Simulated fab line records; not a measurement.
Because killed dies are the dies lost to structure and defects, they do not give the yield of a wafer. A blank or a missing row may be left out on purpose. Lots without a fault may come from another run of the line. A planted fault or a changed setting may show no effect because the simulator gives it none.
Matching of chambers | flow n5 finfet | N5_MIM_TOP_LITHO_DESCUM_10 on rie diel-04: 4 sister chambers
The step chemistry O2, time 7.9 s. 8 wafers are shown with their chamber, then 9 later ones without.

## EACH WAFER AND ITS CHAMBER
wafer  | chamber | drypump motor current A (A) | showerhead plenum p Torr (Torr)
L076.5 | 2       | 5.6                         | 2.09
L077.1 | 2       | 5.6                         | 2.09
L077.5 | 0       | 5.8                         | 2.11
L079.1 | 0       | 5.8                         | 2.11
L079.6 | 1       | 6.2                         | 1.98
L084.1 | 3       | 5.5                         | 2.01
L084.4 | 1       | 6.1                         | 1.97
L084.6 | 3       | 5.5                         | 2.01

## WAFERS WHOSE CHAMBER IS MISSING
wafer  | drypump motor current A (A) | showerhead plenum p Torr (Torr)
L093.3 | 5.6                         | 2.08
L093.4 | 5.5                         | 2.00
L093.6 | 5.6                         | 2.08
L097.1 | 5.6                         | 2.07
L097.4 | 5.8                         | 2.10
L097.6 | 6.2                         | 2.23
L095.2 | 5.8                         | 2.10
L095.4 | 6.1                         | 2.23
L095.5 | 5.8                         | 2.10

## WHICH CHAMBER EACH WENT THROUGH
wafer  | from the rows above | in truth
L093.3 | 2                   | 2
L093.4 | 3                   | 3
L093.6 | 2                   | 2
L097.1 | 2                   | 2
L097.4 | 0                   | 0
L097.6 | 0                   | 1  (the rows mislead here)
L095.2 | 0                   | 0
L095.4 | 0                   | 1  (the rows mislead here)
L095.5 | 0                   | 0
Correctly placed: 7 of 9. Left unplaced by these rows: 0. Placed wrongly: 2.
How it was worked out, from the rows above alone: a wafer's distance from a chamber is the root of the sum, over the readings, of the square of ((its reading less the chamber's mean) divided by the reading's scatter). The wafer belongs to the nearest chamber; if the next one is less than 2 further off, it can't be placed. The mean given for a chamber averages the wafers shown for that chamber. The scatter: take each reading less its chamber's mean, square it, sum over the shown wafers, divide by the number of wafers less the number of chambers, and take the root.
